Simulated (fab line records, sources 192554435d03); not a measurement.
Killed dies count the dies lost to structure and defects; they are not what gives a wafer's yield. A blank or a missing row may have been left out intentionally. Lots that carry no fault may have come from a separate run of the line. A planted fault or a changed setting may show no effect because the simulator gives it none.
A lot that was struck, set against a sound lot :: flow n5 finfet :: 42 out of 1938 route steps
Sound: the wafers L374.1, L374.4, L374.6. Wafers struck: L389.3, L389.4, L389.6. At the end, the cause is stated.
Each step with rows lists, per side, the tool, then ch with its chambers, then its first start. Under that, the readings that differ: sound wafers :: struck wafers :: difference of the means :: sigmas: that difference in standard deviations of wafers without a fault.
alike: readings with means less than 2 such deviations apart, plus words and numbers identical on both sides. not compared: withheld readings, readings lacking a value on some wafer, bounds such as >300 that could conceal the same value, and numbers that have no deviation in the record and whose values overlap.
A row with sigmas, a row that says differs or no value, or rows on one side alone: a step with any of these is where the two part. Numbers that have no deviation but don't overlap get no sigmas and don't part them. A reading that every wafer of one side lacks parts them only if that side has two wafers or more.

first, 3 steps without rows for these wafers: N5_BEOL_M5_ETCH_68 (etches SOC in N2/H2, target depth 80 nm, overetch 16 nm, time 120 s); N5_BEOL_M5_STRIP_69 (strips in N2/H2); N5_BEOL_M5_STRIP_76 (strips in N2/H2).
N5_BEOL_M5_VIA_ETCH_34: etches SiCOH lowk in C4F6/O2, target depth 88.3 nm, time 39.2 s.
  sound on rie diel-03 ch 0,2, day 8 10:55; struck on rie diel-05 ch 0,2,3, day 12 11:35
  alike: drypump motor current A, mfc ar sccm, oes product au, rf vpp V, showerhead plenum p Torr, throttle valve pct
  not compared: rf hours counter h
then, 5 steps without rows for these wafers: N5_BEOL_M5_STRIP_85 (strips in C4F6/O2); N5_BEOL_M5_STRIP_36 (strips in N2/H2); N5_BEOL_M5_TRENCH_ETCH_37 (etches SiCOH lowk in C4F6/O2, target depth 71.652 nm, time 24.7 s); N5_BEOL_M5_ETCH_41 (etches SiCN in CH3F/O2, target depth 31.5 nm, time 56.7 s); N5_BEOL_M5_STRIP_91 (strips in N2/H2, time 10 s).
N5_BEOL_M5_OCD_MEAS_38:
  struck on ocd-02, day 12 11:50; sound on ocd-01, day 8 11:09
  alike: trench depth nm
then, 2 steps without rows for these wafers: N5_BEOL_M5_HM_STRIP_39 (strips TiN in peroxide tin strip, target depth 25 nm, time 158 s); N5_BEOL_M5_SRD_40 (time 30 s).
N5_BEOL_M5_PRECLEAN_42: cleans in residue remover, time 60 s.
  sound on wet bench-01 ch 1,2,6, day 8 11:15; struck on wet bench-01 ch 0,5,6, day 12 11:56
then, 1 step without rows for these wafers: N5_BEOL_M5_SRD_43 (time 30 s).
N5_BEOL_M5_CD_MEAS_35: target cd 28 nm, target cd y 24 nm.
  struck on cd sem-03, day 12 12:00; sound on cd sem-01, day 8 11:18
  alike: cd nm
then, 6 steps without rows for these wafers: N5_BEOL_M5_CURE_80 (cures SiCOH lowk, time 120 s); N5_BEOL_M5_DEGAS_44 (time 60 s); N5_BEOL_M5_PRE_CLEAN_45 (time 30 s); N5_BEOL_M5_ALD_86 (deposits TaN, pulse time 2 s, purge time 3 s, co reactant purge time 2 s); N5_BEOL_M5_SURFACE_TREAT_87; N5_BEOL_M5_CVD_47 (deposits Co from CCTBA/H2, target thk 3 nm, time 216 s).
N5_BEOL_M5_SPUTTER_48: material Cu, target thk 15 nm, time 27.62 s.
  struck on pvd sputter-01, day 12 12:58; sound on pvd sputter-03, day 8 12:39
  alike: throttle valve pct
then, 5 steps without rows for these wafers: N5_BEOL_M5_ANNEAL_49 (time 1800 s); N5_BEOL_M5_SPUTTER_81 (material Cu, target thk 15 nm, time 27.62 s); N5_BEOL_M5_ANNEAL_82 (time 1800 s); N5_BEOL_M5_SPUTTER_83 (material Cu, target thk 15 nm, time 27.62 s); N5_BEOL_M5_ANNEAL_84 (time 1800 s).
N5_BEOL_M5_SPUTTER_88: material Cu, target thk 15 nm, time 27.62 s.
  struck on pvd sputter-01, day 12 16:14; sound on pvd sputter-03, day 8 15:55
  alike: throttle valve pct
then, 3 steps without rows for these wafers: N5_BEOL_M5_ANNEAL_89 (time 1800 s); N5_BEOL_M5_SPUTTER_90 (material Cu, target thk 4.5 nm, time 8.29 s); N5_BEOL_M5_ECD_50 (material Cu, target thk 300 nm).
N5_BEOL_M5_ANNEAL_51: time 90 s.
  sound on rtp anneal-02 ch 0, day 8 17:12; struck on rtp anneal-01 ch 0, day 12 17:37
reading: wafer_temp_C_max
sound: 225.4 225.5 225.8
struck: 227.3 227.2 227.7
difference: +1.8
sigmas: +3
then, 1 step without rows for these wafers: N5_BEOL_M5_CMP_52 (polishes, stops on SiCOH lowk, t overpolish 6.9 s, target thk 62 nm).
N5_BEOL_M5_THK_MEAS_53: measures by xrf.
  struck on film metro-02, day 12 18:08; sound on film metro-02, day 8 17:47
  alike: M5_THK
N5_BEOL_M5_PRE_CLEAN_77: time 15 s.
  sound on cvd co-01 ch 0,1, day 8 17:50; struck on cvd co-01 ch 0,2, day 12 18:10
  alike: heater power w
then, 3 steps without rows for these wafers: N5_BEOL_M5_CO_CAP_78 (material Co, precursor CCTBA/H2, target thk 2 nm, time 102.1 s); N5_BEOL_M5_PRE_CLEAN_55 (time 15 s); N5_BEOL_M5_DEP_56 (deposits SiCN from 3MS/NH3, target thk 8 nm, time 14 s).
N5_BEOL_M5_RS_MEAS_57: uses a four-point probe to measure.
  struck on film metro-02, day 12 18:25; sound on film metro-02, day 8 18:03
  alike: M5_RS
then, 2 steps without rows for these wafers: N5_BEOL_M6_ILD_DEP_00 (deposits SiCOH lowk from DEMS/porogen, target thk 179.75 nm, time 33.4 s); N5_BEOL_M6_CURE_74 (cures SiCOH lowk, time 240 s).
-- a jump in the record: the struck wafers' starts before and after are 4 days apart (it breaks off in module BEOL_M6 and resumes in module PASSIVATION, where the first step shown is number 1936 of the route) --
N5_PASSIVATION_PROBE_49:
  only the struck wafers here have rows in the record (prober-01, day 16 12:02); the sound ones have none

WHERE THEY PART
Earliest at N5_BEOL_M5_ANNEAL_51; latest, in this record, at N5_PASSIVATION_PROBE_49.

WHY: what had been put in by the simulator
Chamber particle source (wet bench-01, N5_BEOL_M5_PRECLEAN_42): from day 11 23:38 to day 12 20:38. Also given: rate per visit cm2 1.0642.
